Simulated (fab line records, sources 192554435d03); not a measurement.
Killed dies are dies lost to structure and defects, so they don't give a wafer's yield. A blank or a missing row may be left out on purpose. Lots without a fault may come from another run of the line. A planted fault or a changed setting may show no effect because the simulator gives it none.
Chamber matching | flow n5_finfet | N5_BEOL_M0_CUTY_DESCUM_61 on rie_diel-01: 4 sister chambers
The step chemistry O2, time 7.9 s. 4 wafers are shown with their chamber, then 8 later ones without.

WAFERS WITH THEIR CHAMBER
wafer  | chamber | throttle_valve_pct (%)
L074.4 | 0       | 20.08
L082.2 | 2       | 20.89
L082.6 | 1       | 20.44
L095.2 | 3       | 20.23

WAFERS WITHOUT THEIR CHAMBER
wafer  | throttle_valve_pct (%)
L095.3 | 20.15
L095.4 | 20.49
L096.2 | 20.93
L096.4 | 20.22
L096.6 | 20.21
L097.1 | 20.22
L097.2 | 20.49
L097.4 | 20.17

WHICH CHAMBER EACH WENT THROUGH
wafer  | from the rows above     | in truth
L095.3 | can't be placed: 0 or 3 | 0
L095.4 | 1                       | 1
L096.2 | 2                       | 2
L096.4 | 3                       | 3
L096.6 | 3                       | 3
L097.1 | 3                       | 3
L097.2 | 1                       | 1
L097.4 | can't be placed: 3 or 0 | 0
Placed correctly: 6 of 8. Can't be placed from these rows: 2 (the true chamber is among the candidates in 2). Placed wrongly: 0.
How it was worked out, from the rows above alone: a wafer's distance from a chamber is the root of the sum, over the readings, of the square of ((its reading less the chamber's mean) divided by the reading's scatter). The wafer belongs to the nearest chamber; if the next one is less than 2 further off, it can't be placed. A chamber's mean is the mean of its shown wafers. The scatter: with one shown wafer a chamber, the root of the mean of the squares of how far each hidden wafer lies from its nearest shown one.
